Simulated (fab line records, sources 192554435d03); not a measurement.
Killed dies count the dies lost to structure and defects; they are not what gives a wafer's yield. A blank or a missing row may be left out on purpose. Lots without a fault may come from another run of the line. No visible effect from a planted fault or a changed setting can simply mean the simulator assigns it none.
fab line records    flow n5Finfet
record: lots: 24  wafers: 72  lastDay: 18
route steps=1938 shown BEOL_M10@1535 BEOL_M11@1550
lots that met no fault: from a run of the same line without faults
startH: hours from the record's first day to the start of the lot's first wafer shown    waitH: hours elapsed since this lot's preceding step    " as in the row above    L1.1+2: several wafers, shown together as one row    - no value, or no start was given    * or withheld: withheld    < > ~ a bound
route shown NAME@n: names a module that has steps shown in the file, with the first one's number in the route    usual: mean/standard deviation taken from wafers without a fault    same: alike in all rows    chamber/n: place in a boat    sites: readings site by site    _std_site: standard deviation across them    _edge_site: inner sites' mean taken away from outer sites' mean    radiusMm: for every site, how far away it sits from the centre of the wafer    mask NAME#n: copy n    behind: the most recent tool/chamber to have shaped the wafer    hold: why the lot was held/for how many hours/how that ended    device: which transistor (n, p or np) failed to switch    end of line: the route-end tests of the same wafers    where a step has no rows: the recipe by itself    killed: dies lost to structure and defects at the first sort, not the wafer's yield    map: per-die view of a wafer (x killed, . not killed, _ where there is no die)
set.NAME: setting as actually run; set.NAME@STEP: the setting as run at that earlier step    model.NAME: the simulator's own value behind a step, which no gauge read
steps of the route over a sample of lots; a table a step, a row a wafer
services: from which hour (startH, from the record's first day; less than 0 if before it) a tool's chamber was out of use, for how many hours, and why
== steps ==
step: N5_BEOL_M10_INSPECT_58
recipe: inspectInstrument: darkfield  mode: postDep
usual: rawDefectCount: 64/20
lot.wafer  tool              chamber  startH  waitH  rawDefectCount
L074.2     defectInspect-02  -        232.61  0.0    37
L074.3     "                 -        "       "      46
L074.5     "                 -        "       "      75
L075.1     defectInspect-02  -        235.90  0.0    38
L075.5     "                 -        "       "      76
L075.6     "                 -        "       "      95
L076.1     defectInspect-01  -        235.97  0.0    65
L076.3     "                 -        "       "      59
L076.5     "                 -        "       "      102
L077.2     defectInspect-01  -        240.80  0.0    63
L077.5     "                 -        "       "      70
L077.6     "                 -        "       "      90
L078.3     defectInspect-02  -        253.50  0.0    69
L078.5     "                 -        "       "      48
L078.6     "                 -        "       "      66
L079.2     defectInspect-02  -        262.04  0.0    78
L079.5     "                 -        "       "      109
L079.6     "                 -        "       "      60
L081.1     defectInspect-01  -        271.26  0.0    68
L081.4     "                 -        "       "      42
L081.6     "                 -        "       "      68
L080.2     defectInspect-01  -        277.90  0.0    77
L080.3     "                 -        "       "      40
L080.6     "                 -        "       "      33
L082.1     defectInspect-01  -        278.96  0.0    34
L082.2     "                 -        "       "      31
L082.5     "                 -        "       "      97
L083.2     defectInspect-02  -        290.96  0.0    56
L083.5     "                 -        "       "      58
L083.6     "                 -        "       "      80
L084.1     defectInspect-01  -        296.66  0.0    49
L084.5     "                 -        "       "      36
L084.6     "                 -        "       "      61
L085.2     defectInspect-01  -        297.67  0.0    46
L085.3     "                 -        "       "      33
L085.5     "                 -        "       "      29
L086.1     defectInspect-02  -        307.08  0.0    43
L086.5     "                 -        "       "      57
L086.6     "                 -        "       "      53
L087.2     defectInspect-01  -        311.73  0.0    48
L087.3     "                 -        "       "      75
L087.5     "                 -        "       "      74
L089.1     defectInspect-01  -        323.28  0.0    120
L089.2     "                 -        "       "      72
L089.5     "                 -        "       "      47
L091.1     defectInspect-02  -        328.11  0.0    76
L091.2     "                 -        "       "      79
L091.5     "                 -        "       "      71
L090.1     defectInspect-02  -        329.08  0.0    73
L090.3     "                 -        "       "      89
L090.4     "                 -        "       "      65
L088.1     defectInspect-01  -        339.23  0.0    50
L088.3     "                 -        "       "      46
L088.5     "                 -        "       "      80
L092.1     defectInspect-02  -        342.98  0.0    57
L092.2     "                 -        "       "      37
L092.3     "                 -        "       "      50
L095.2     defectInspect-01  -        347.05  0.0    77
L095.3     "                 -        "       "      108
L095.4     "                 -        "       "      87
L094.2     defectInspect-02  -        360.81  0.0    79
L094.4     "                 -        "       "      77
L094.5     "                 -        "       "      82
L093.1     defectInspect-02  -        371.96  0.0    63
L093.4     "                 -        "       "      45
L093.5     "                 -        "       "      40
L096.2     defectInspect-02  -        379.96  0.0    66
L096.3     "                 -        "       "      96
L096.6     "                 -        "       "      56
L097.1     defectInspect-01  -        396.13  0.0    32
L097.5     "                 -        "       "      53
L097.6     "                 -        "       "      38
step: N5_BEOL_M11_OVL_MEAS_12
recipe: pointsPerWafer: 44
usual: M11_OVL: 0.0/0.86
lot.wafer  tool        chamber  startH  waitH  M11_OVL[nm]
L074.2     overlay-02  0        234.88  0.0    -0.1
L074.3     "           0        "       "      1.0
L074.5     "           0        "       "      -0.3
L075.1     overlay-01  0        239.51  0.0    -0.6
L075.5     "           0        "       "      -0.2
L075.6     "           0        "       "      -0.5
L076.1     overlay-02  0        239.67  0.0    0.3
L076.3     "           0        "       "      -0.2
L076.5     "           0        "       "      1.8
L077.2     overlay-02  0        243.74  0.0    -1.5
L077.5     "           0        "       "      -0.6
L077.6     "           0        "       "      -0.6
L078.3     overlay-01  0        255.29  0.0    2.0
L078.5     "           0        "       "      1.7
L078.6     "           0        "       "      1.5
L079.2     overlay-02  0        263.49  0.0    0.4
L079.5     "           0        "       "      0.8
L079.6     "           0        "       "      1.6
L081.1     overlay-02  0        273.25  0.0    -0.8
L081.4     "           0        "       "      0.1
L081.6     "           0        "       "      0.3
L080.2     overlay-01  0        279.17  0.0    -0.6
L080.3     "           0        "       "      1.0
L080.6     "           0        "       "      -0.3
L082.1     overlay-01  0        281.94  0.0    1.0
L082.2     "           0        "       "      0.3
L082.5     "           0        "       "      0.9
L083.2     overlay-01  0        294.62  0.0    0.0
L083.5     "           0        "       "      -0.6
L083.6     "           0        "       "      0.3
L084.1     overlay-02  0        298.37  0.0    -0.1
L084.5     "           0        "       "      -1.1
L084.6     "           0        "       "      -1.3
L085.2     overlay-02  0        299.19  0.0    0.0
L085.3     "           0        "       "      -0.1
L085.5     "           0        "       "      -2.3
L086.1     overlay-01  0        310.40  0.0    -0.3
L086.5     "           0        "       "      0.1
L086.6     "           0        "       "      0.0
L087.2     overlay-02  0        313.79  0.0    0.7
L087.3     "           0        "       "      0.8
L087.5     "           0        "       "      0.0
L089.1     overlay-01  0        326.50  0.0    -1.5
L089.2     "           0        "       "      0.7
L089.5     "           0        "       "      -1.0
L091.1     overlay-01  0        330.42  0.0    -0.7
L091.2     "           0        "       "      -1.0
L091.5     "           0        "       "      -1.3
L090.1     overlay-01  0        331.12  0.0    0.1
L090.3     "           0        "       "      0.6
L090.4     "           0        "       "      0.5
L088.1     overlay-02  0        341.19  0.0    0.4
L088.3     "           0        "       "      -0.5
L088.5     "           0        "       "      0.5
L092.1     overlay-01  0        346.23  0.0    -0.2
L092.2     "           0        "       "      -0.3
L092.3     "           0        "       "      0.4
L095.2     overlay-02  0        350.02  0.0    0.4
L095.3     "           0        "       "      0.7
L095.4     "           0        "       "      0.8
L094.2     overlay-02  0        362.87  0.0    -0.7
L094.4     "           0        "       "      -1.1
L094.5     "           0        "       "      0.1
L093.1     overlay-02  0        374.70  0.0    1.0
L093.4     "           0        "       "      0.7
L093.5     "           0        "       "      0.3
L096.2     overlay-01  0        382.95  0.0    1.7
L096.3     "           0        "       "      2.1
L096.6     "           0        "       "      1.7
L097.1     overlay-02  0        399.02  0.0    0.4
L097.5     "           0        "       "      -0.3
L097.6     "           0        "       "      -0.8
step: N5_BEOL_M11_OCD_MEAS_38
usual: trenchDepthNm: 148/3.2
lot.wafer  tool    chamber  startH  waitH  trenchDepthNm
L074.2     ocd-01  -        238.57  -      142
L074.3     "       -        "       "      148
L074.5     "       -        "       "      145
L076.1     ocd-02  -        242.94  -      150
L076.3     "       -        "       "      147
L076.5     "       -        "       "      147
L075.1     ocd-02  -        243.10  -      148
L075.5     "       -        "       "      147
L075.6     "       -        "       "      152
L077.2     ocd-02  -        247.00  -      145
L077.5     "       -        "       "      141
L077.6     "       -        "       "      146
L078.3     ocd-02  -        257.46  -      147
L078.5     "       -        "       "      145
L078.6     "       -        "       "      145
L079.2     ocd-02  -        266.84  -      147
L079.5     "       -        "       "      148
L079.6     "       -        "       "      145
L081.1     ocd-01  -        275.90  -      153
L081.4     "       -        "       "      147
L081.6     "       -        "       "      148
L080.2     ocd-01  -        281.02  -      146
L080.3     "       -        "       "      151
L080.6     "       -        "       "      151
L082.1     ocd-01  -        285.74  -      146
L082.2     "       -        "       "      144
L082.5     "       -        "       "      146
L083.2     ocd-01  -        296.52  -      154
L083.5     "       -        "       "      150
L083.6     "       -        "       "      151
L084.1     ocd-01  -        300.77  -      151
L084.5     "       -        "       "      142
L084.6     "       -        "       "      150
L085.2     ocd-02  -        301.24  -      150
L085.3     "       -        "       "      152
L085.5     "       -        "       "      152
L086.1     ocd-01  -        312.44  -      142
L086.5     "       -        "       "      150
L086.6     "       -        "       "      144
L087.2     ocd-02  -        316.83  -      147
L087.3     "       -        "       "      147
L087.5     "       -        "       "      149
L089.1     ocd-01  -        329.27  -      143
L089.2     "       -        "       "      147
L089.5     "       -        "       "      148
L091.1     ocd-02  -        335.30  -      150
L091.2     "       -        "       "      150
L091.5     "       -        "       "      151
L090.1     ocd-01  -        336.19  -      147
L090.3     "       -        "       "      142
L090.4     "       -        "       "      145
L088.1     ocd-01  -        345.63  -      146
L088.3     "       -        "       "      147
L088.5     "       -        "       "      152
L092.1     ocd-02  -        349.58  -      146
L092.2     "       -        "       "      140
L092.3     "       -        "       "      147
L095.2     ocd-02  -        352.40  -      152
L095.3     "       -        "       "      149
L095.4     "       -        "       "      154
L094.2     ocd-02  -        364.92  -      144
L094.4     "       -        "       "      147
L094.5     "       -        "       "      145
L093.1     ocd-01  -        379.78  -      147
L093.4     "       -        "       "      152
L093.5     "       -        "       "      151
L096.2     ocd-02  -        385.59  -      148
L096.3     "       -        "       "      150
L096.6     "       -        "       "      147
L097.1     ocd-01  -        400.72  -      146
L097.5     "       -        "       "      147
L097.6     "       -        "       "      152
step: N5_BEOL_M11_CURE_72
recipe: tempC: 370  timeS: 120  ambient: DMADMS/He  material: SiCOH_lowk
usual: lampPowerPct: 52.31/0.054  wafer_temp_C_max: 372.0/0.81
lot.wafer  tool       chamber  startH  waitH  lampPowerPct  wafer_temp_C_max
L074.2     uvCure-02  1        238.81  0.1    52.31         372.5
L074.3     "          1        "       "      52.29         373.5
L074.5     "          1        "       "      52.41         373.5
L076.1     uvCure-01  1        243.24  0.1    52.31         371.0
L076.3     "          1        "       "      52.26         371.1
L076.5     "          1        "       "      52.29         371.0
L075.1     uvCure-02  0        243.55  0.3    52.40         372.6
L075.5     "          0        "       "      52.44         371.3
L075.6     "          0        "       "      52.15         371.9
L077.2     uvCure-03  2        247.50  0.3    52.35         371.4
L077.5     "          2        "       "      52.35         371.3
L077.6     "          2        "       "      52.30         371.1
L078.3     uvCure-02  1        257.75  0.1    52.36         373.3
L078.5     "          1        "       "      52.26         372.8
L078.6     "          1        "       "      52.34         373.5
L079.2     uvCure-02  1        267.17  0.2    52.29         374.4
L079.5     "          1        "       "      52.28         372.9
L079.6     "          1        "       "      52.32         373.5
L081.1     uvCure-03  0        276.32  0.3    52.30         371.9
L081.4     "          0        "       "      52.34         371.6
L081.6     "          0        "       "      52.24         371.1
L080.2     uvCure-01  2        281.26  0.1    52.26         371.3
L080.3     "          2        "       "      52.33         371.1
L080.6     "          2        "       "      52.31         371.7
L082.1     uvCure-02  1        285.94  0.0    52.29         372.6
L082.2     "          1        "       "      52.42         373.2
L082.5     "          1        "       "      52.39         373.8
L083.2     uvCure-03  2        296.77  0.1    52.39         371.4
L083.5     "          2        "       "      52.24         371.1
L083.6     "          2        "       "      52.25         370.8
L084.1     uvCure-03  2        301.09  0.2    52.35         371.4
L084.5     "          2        "       "      52.33         371.4
L084.6     "          2        "       "      52.31         371.5
L085.2     uvCure-02  0        301.49  0.1    52.32         372.5
L085.3     "          0        "       "      52.22         373.5
L085.5     "          0        "       "      52.29         373.5
L086.1     uvCure-01  0        312.63  0.0    52.38         372.0
L086.5     "          0        "       "      52.27         372.1
L086.6     "          0        "       "      52.35         372.5
L087.2     uvCure-01  0        317.07  0.1    52.40         373.2
L087.3     "          0        "       "      52.32         371.6
L087.5     "          0        "       "      52.32         372.5
L089.1     uvCure-02  2        329.46  0.0    52.26         371.7
L089.2     "          2        "       "      52.28         371.7
L089.5     "          2        "       "      52.29         372.2
L091.1     uvCure-01  2        335.50  0.0    52.30         371.6
L091.2     "          2        "       "      52.38         371.1
L091.5     "          2        "       "      52.33         371.8
L090.1     uvCure-03  0        336.38  0.0    52.29         372.1
L090.3     "          0        "       "      52.31         372.1
L090.4     "          0        "       "      52.24         372.7
L088.1     uvCure-03  2        345.82  0.0    52.34         371.2
L088.3     "          2        "       "      52.25         371.3
L088.5     "          2        "       "      52.33         371.2
L092.1     uvCure-02  1        349.78  0.0    52.24         373.1
L092.2     "          1        "       "      52.28         373.1
L092.3     "          1        "       "      52.35         372.4
L095.2     uvCure-03  0        352.64  0.1    52.27         371.8
L095.3     "          0        "       "      52.33         372.4
L095.4     "          0        "       "      52.31         372.6
L094.2     uvCure-02  0        365.42  0.3    52.29         373.1
L094.4     "          0        "       "      52.32         372.2
L094.5     "          0        "       "      52.31         372.5
L093.1     uvCure-03  1        379.98  0.0    52.25         371.7
L093.4     "          1        "       "      52.42         371.3
L093.5     "          1        "       "      52.23         371.3
L096.2     uvCure-03  0        385.87  0.1    52.40         371.9
L096.3     "          0        "       "      52.26         371.9
L096.6     "          0        "       "      52.32         372.0
L097.1     uvCure-02  1        400.91  0.0    52.30         374.1
L097.5     "          1        "       "      52.28         373.8
L097.6     "          1        "       "      52.48         372.2
step: N5_BEOL_M11_ALD_74
recipe: material: TaN  targetThkA: 20  tempC: 275  aldPrecursorFamily: PDMAT  aldCoReactant: NH3  pressureTorr: 3  carrierFlowSccm: 1500  pulseTimeS: 2  purgeTimeS: 3  coReactantPurgeTimeS: 2  coReactantPulseTimeS: 3  aldCycles: 40  precursorVesselTempC: 75  precursorVesselPressureTorr: 26.25  precursorVesselCarrierSccm: 1000
usual: chamberPressureTorr: 3.001/0.0062  heaterPowerW: 433/56  precursorVesselPressureTorr: 26.25/0.05  susceptorTempC: 275.01/0.19
same: pulseTimeS: 2
lot.wafer  tool         chamber  startH  waitH  chamberPressureTorr  heaterPowerW  precursorVesselPressureTorr  susceptorTempC
L074.2     aldMetal-03  3        239.26  0.0    3.001                469           26.17                        274.55
L074.3     "            2        "       "      3.016                412           26.25                        274.80
L074.5     "            2        "       "      3.002                387           26.27                        274.83
L076.1     aldMetal-02  0        244.04  0.0    3.006                445           26.28                        275.06
L076.3     "            2        "       "      2.996                420           26.24                        274.96
L076.5     "            3        "       "      3.008                514           26.25                        275.04
L075.1     aldMetal-03  0        244.16  0.2    2.999                374           26.20                        274.99
L075.5     "            0        "       "      2.992                376           26.29                        275.20
L075.6     "            1        "       "      3.004                434           26.21                        274.94
L077.2     aldMetal-02  3        248.65  0.0    3.004                518           26.25                        274.93
L077.5     "            3        "       "      3.001                514           26.32                        275.06
L077.6     "            0        "       "      3.002                438           26.25                        275.16
L078.3     aldMetal-03  1        258.32  0.3    3.000                447           26.26                        274.83
L078.5     "            0        "       "      2.999                367           26.22                        275.01
L078.6     "            1        "       "      2.994                443           26.26                        274.91
L079.2     aldMetal-02  2        268.54  0.1    2.988                405           26.24                        275.06
L079.5     "            3        "       "      2.987                508           26.28                        275.13
L079.6     "            0        "       "      3.001                437           26.29                        275.13
L081.1     aldMetal-01  1        276.76  0.0    2.996                346           26.23                        275.31
L081.4     "            2        "       "      3.011                360           26.25                        274.65
L081.6     "            0        "       "      3.002                402           26.38                        275.22
L080.2     aldMetal-02  2        281.80  0.0    3.000                415           26.17                        275.06
L080.3     "            3        "       "      2.995                514           26.17                        275.09
L080.6     "            2        "       "      3.002                422           26.22                        274.86
L082.1     aldMetal-03  1        286.68  0.0    3.002                437           26.24                        275.18
L082.2     "            0        "       "      2.996                375           26.30                        275.19
L082.5     "            1        "       "      3.000                443           26.27                        275.21
L083.2     aldMetal-01  1        297.79  0.0    2.998                346           26.21                        275.07
L083.5     "            2        "       "      2.997                377           26.29                        275.14
L083.6     "            1        "       "      2.997                362           26.28                        275.41
L084.1     aldMetal-03  0        301.64  0.2    3.018                366           26.21                        274.77
L084.5     "            0        "       "      3.005                378           26.23                        274.73
L084.6     "            1        "       "      3.002                443           26.29                        274.91
L085.2     aldMetal-02  3        302.06  0.0    2.998                502           26.10                        274.74
L085.3     "            1        "       "      3.005                542           26.18                        275.17
L085.5     "            1        "       "      3.007                524           26.10                        275.04
L086.1     aldMetal-02  0        313.71  0.2    3.002                442           26.27                        275.23
L086.5     "            1        "       "      3.013                523           26.28                        275.22
L086.6     "            2        "       "      3.000                435           26.26                        274.98
L087.2     aldMetal-02  2        318.19  0.1    2.990                419           26.24                        275.05
L087.3     "            0        "       "      3.002                439           26.30                        275.13
L087.5     "            3        "       "      2.997                514           26.27                        274.79
L089.1     aldMetal-01  1        330.52  0.0    3.006                337           26.34                        275.06
L089.2     "            3        "       "      3.008                445           26.25                        274.89
L089.5     "            0        "       "      3.004                421           26.27                        275.39
L091.1     aldMetal-03  1        336.00  0.0    3.002                445           26.32                        275.21
L091.2     "            3        "       "      2.991                486           26.23                        275.27
L091.5     "            2        "       "      2.995                406           26.28                        274.79
L090.1     aldMetal-01  3        336.85  0.0    2.999                458           26.18                        274.85
L090.3     "            1        "       "      3.004                346           26.29                        274.94
L090.4     "            2        "       "      3.007                364           26.22                        275.11
L088.1     aldMetal-03  3        346.59  0.0    2.999                473           26.18                        275.20
L088.3     "            0        "       "      3.004                367           26.23                        274.98
L088.5     "            1        "       "      3.002                447           26.25                        274.93
L092.1     aldMetal-01  0        350.20  0.0    2.995                419           26.29                        275.04
L092.2     "            3        "       "      3.008                460           26.19                        274.92
L092.3     "            2        "       "      3.002                372           26.32                        274.71
L095.2     aldMetal-01  1        353.42  0.1    2.998                348           26.30                        274.95
L095.3     "            2        "       "      2.999                365           26.25                        275.12
L095.4     "            0        "       "      2.993                420           26.17                        275.14
L094.2     aldMetal-02  0        366.09  0.0    3.002                415           26.30                        274.72
L094.4     "            2        "       "      2.999                388           26.25                        275.12
L094.5     "            2        "       "      2.995                392           26.31                        274.90
L093.1     aldMetal-02  0        382.16  0.0    3.010                398           26.28                        275.12
L093.4     "            3        "       "      2.992                443           26.33                        275.06
L093.5     "            1        "       "      3.008                551           26.20                        275.10
L096.2     aldMetal-03  2        386.80  0.0    2.999                413           26.26                        275.34
L096.3     "            0        "       "      3.002                377           26.22                        275.34
L096.6     "            0        "       "      2.990                377           26.30                        275.02
L097.1     aldMetal-03  3        402.59  0.1    3.003                470           26.17                        274.97
L097.5     "            0        "       "      3.012                370           26.14                        274.75
L097.6     "            3        "       "      3.007                467           26.23                        274.81
step: N5_BEOL_M11_CMP_52
recipe: stopOn: SiCOH_lowk  tOverpolishS: 7  downForcePsi: 1  platenRpm: 50  clearingPlatenDownForcePsi: 1.5  clearingPlatenRpm: 50  postCmpClean: cuAlkaline  targetThkNm: 140  clearingPlatenPadVelocityMS: 0.99484  padVelocityMS: 0.99484
usual: barrierFieldEndpointS: 29.5/0.82  edgeZonePressureFrac: 1.000/0.0053  motorCurrentA: 5.9/0.6  overpolishRunS: 6.999/0.0083  platenRpm: 50.00/0.031  timeToEndpointS: 68/3.5
lot.wafer  tool    chamber  startH  waitH  barrierFieldEndpointS  edgeZonePressureFrac  motorCurrentA  overpolishRunS  platenRpm  timeToEndpointS
L074.3     cmp-01  2        240.40  0.2    28.3                   1.011                 6.0            6.999           49.99      66
L074.2     "       3        "       "      30.6                   1.001                 6.5            6.994           49.96      77
L074.5     "       2        "       "      28.4                   1.006                 6.2            6.988           49.96      63
L076.1     cmp-01  2        245.39  0.3    28.8                   1.002                 6.4            6.991           50.00      67
L076.3     "       0        "       "      30.2                   1.001                 6.4            6.989           50.02      69
L076.5     "       3        "       "      31.0                   0.993                 6.5            6.996           50.01      77
L075.1     cmp-01  2        246.56  0.3    28.4                   0.995                 5.8            7.000           50.01      62
L075.6     "       0        "       "      28.8                   0.998                 6.1            7.003           50.04      66
L075.5     "       1        "       "      29.2                   0.998                 5.5            6.995           50.03      67
L077.2     cmp-04  0        250.40  0.3    29.1                   0.990                 6.6            6.996           50.02      67
L077.6     "       2        "       "      29.4                   1.006                 5.7            6.996           50.01      67
L077.5     "       3        "       "      29.2                   1.002                 6.6            7.002           50.01      66
L078.3     cmp-04  3        260.97  0.2    29.8                   0.989                 7.0            7.008           49.99      70
L078.5     "       3        "       "      29.4                   0.998                 6.9            6.991           49.95      69
L078.6     "       0        "       "      29.9                   0.999                 5.9            6.998           50.01      72
L079.2     cmp-04  2        269.73  0.2    28.5                   0.998                 5.8            6.996           49.94      66
L079.6     "       1        "       "      29.8                   0.999                 4.9            7.013           49.96      69
L079.5     "       2        "       "      30.1                   1.000                 5.6            7.000           49.97      67
L081.4     cmp-03  0        278.46  0.3    30.0                   0.994                 5.0            7.006           50.03      68
L081.1     "       1        "       "      29.8                   1.006                 5.7            7.020           49.99      69
L081.6     "       1        "       "      29.6                   0.998                 5.7            7.007           49.99      68
L080.3     cmp-04  0        282.96  0.2    28.5                   1.004                 6.2            7.002           50.03      67
L080.2     "       2        "       "      29.6                   1.005                 5.8            6.998           49.96      68
L080.6     "       0        "       "      30.3                   1.002                 6.0            6.984           50.02      69
L082.1     cmp-04  0        289.27  0.3    28.3                   0.999                 6.5            7.006           49.99      65
L082.2     "       2        "       "      27.9                   0.999                 5.8            6.984           50.02      62
L082.5     "       0        "       "      28.7                   1.008                 6.1            7.008           50.00      61
L083.2     cmp-01  3        299.10  0.3    30.0                   0.994                 6.1            7.002           50.03      72
L083.5     "       1        "       "      29.5                   0.994                 5.3            7.015           49.99      67
L083.6     "       2        "       "      28.9                   0.999                 6.1            6.990           50.03      62
L084.1     cmp-04  2        303.00  0.4    28.4                   1.005                 5.7            6.990           50.01      67
L084.6     "       3        "       "      28.8                   1.006                 6.5            7.002           50.05      69
L084.5     "       0        "       "      29.5                   1.003                 6.1            7.006           49.96      66
L085.2     cmp-04  2        304.00  0.3    29.6                   1.007                 5.8            7.003           50.01      66
L085.3     "       3        "       "      29.8                   1.003                 6.6            6.997           50.01      69
L085.5     "       1        "       "      30.5                   0.993                 5.6            7.001           49.99      72
L086.1     cmp-01  3        314.89  0.3    30.7                   1.001                 6.6            6.984           50.01      75
L086.5     "       2        "       "      29.3                   0.989                 5.9            7.007           50.02      66
L086.6     "       3        "       "      31.8                   1.000                 6.6            7.006           50.03      76
L087.2     cmp-03  0        319.42  0.3    30.9                   1.001                 5.1            6.987           50.02      72
L087.3     "       1        "       "      30.7                   0.999                 6.1            6.995           50.01      72
L087.5     "       3        "       "      28.8                   1.001                 6.3            6.999           50.01      68
L089.1     cmp-04  0        332.78  0.5    29.2                   0.995                 6.3            7.004           49.98      65
L089.2     "       3        "       "      28.9                   1.004                 7.0            7.016           50.05      65
L089.5     "       1        "       "      29.2                   1.002                 5.1            6.986           50.03      65
L091.2     cmp-01  2        337.18  0.2    28.8                   0.997                 5.7            6.993           50.01      66
L091.1     "       0        "       "      29.9                   1.001                 6.0            7.010           49.99      70
L091.5     "       2        "       "      29.1                   0.999                 6.0            7.001           49.98      67
L090.1     cmp-04  3        338.24  0.5    28.9                   1.017                 6.9            6.993           50.01      66
L090.3     "       0        "       "      29.6                   1.007                 6.2            7.001           49.97      68
L090.4     "       1        "       "      29.6                   1.001                 4.9            6.994           49.99      68
L088.1     cmp-04  3        347.70  0.3    29.8                   0.995                 6.9            7.008           50.04      70
L088.3     "       1        "       "      30.2                   0.997                 5.1            6.999           49.98      68
L088.5     "       3        "       "      29.9                   0.998                 6.7            6.996           50.01      68
L092.3     cmp-01  0        352.91  0.2    29.2                   0.996                 6.1            7.013           49.98      68
L092.1     "       1        "       "      28.8                   1.004                 5.0            7.012           50.05      66
L092.2     "       2        "       "      29.0                   1.005                 6.0            6.994           50.11      69
L095.2     cmp-01  0        354.95  0.2    29.3                   0.998                 6.5            6.995           49.97      68
L095.4     "       2        "       "      28.0                   1.005                 5.9            7.009           50.02      64
L095.3     "       3        "       "      30.7                   1.001                 6.8            7.006           49.99      75
L094.2     cmp-03  3        367.35  0.3    29.5                   0.996                 5.9            7.011           50.02      70
L094.4     "       0        "       "      29.0                   0.998                 5.2            6.990           49.94      65
L094.5     "       1        "       "      29.5                   0.993                 5.8            6.999           49.97      68
L093.4     cmp-03  1        383.39  0.2    29.8                   1.004                 5.6            7.005           49.93      67
L093.1     "       2        "       "      28.1                   1.001                 6.3            6.995           50.00      63
L093.5     "       1        "       "      28.7                   1.004                 6.0            6.995           49.98      64
L096.2     cmp-01  2        388.91  0.2    27.4                   0.994                 6.1            7.013           49.89      61
L096.3     "       3        "       "      30.8                   1.002                 6.5            6.996           50.03      74
L096.6     "       2        "       "      27.5                   0.993                 6.0            7.006           49.99      64
L097.1     cmp-04  0        403.69  0.3    28.7                   1.012                 6.1            7.023           49.97      68
L097.6     "       0        "       "      30.4                   1.003                 6.6            7.002           49.99      70
L097.5     "       1        "       "      29.3                   1.006                 4.9            6.996           49.98      68
== services ==
tool         chamber  startH  hours  kind
uvCure-03    -        220.92  7.5    pm
cmp-04       -        235.74  4.0    pm
cmp-04       -        239.74  -      consumableReplace:conditioner
cmp-04       -        239.74  -      consumableReplace:pad
aldMetal-02  -        254.02  2.8    pm
uvCure-01    -        267.92  2.1    pm
aldMetal-03  2        285.65  7.0    repair
aldMetal-02  0        290.47  11.3   repair
cmp-01       -        291.99  1.7    repair
uvCure-01    -        307.00  3.4    pm
uvCure-03    -        311.58  2.1    pm
cmp-03       -        311.97  4.0    pm
cmp-03       -        324.02  4.8    pm
aldMetal-02  -        337.25  14.0   pm
aldMetal-02  0        337.25  14.0   ventCycle
cmp-01       -        340.13  7.8    pm
cmp-04       -        346.63  0.8    repair
uvCure-01    -        354.79  7.5    pm
cmp-01       -        372.76  4.5    pm
cmp-01       -        377.37  10.4   pm
cmp-03       -        381.02  1.8    repair
aldMetal-02  -        383.67  0.4    repair
uvCure-03    -        397.10  5.0    pm
aldMetal-03  -        397.61  1.9    repair
== key ==
fault none
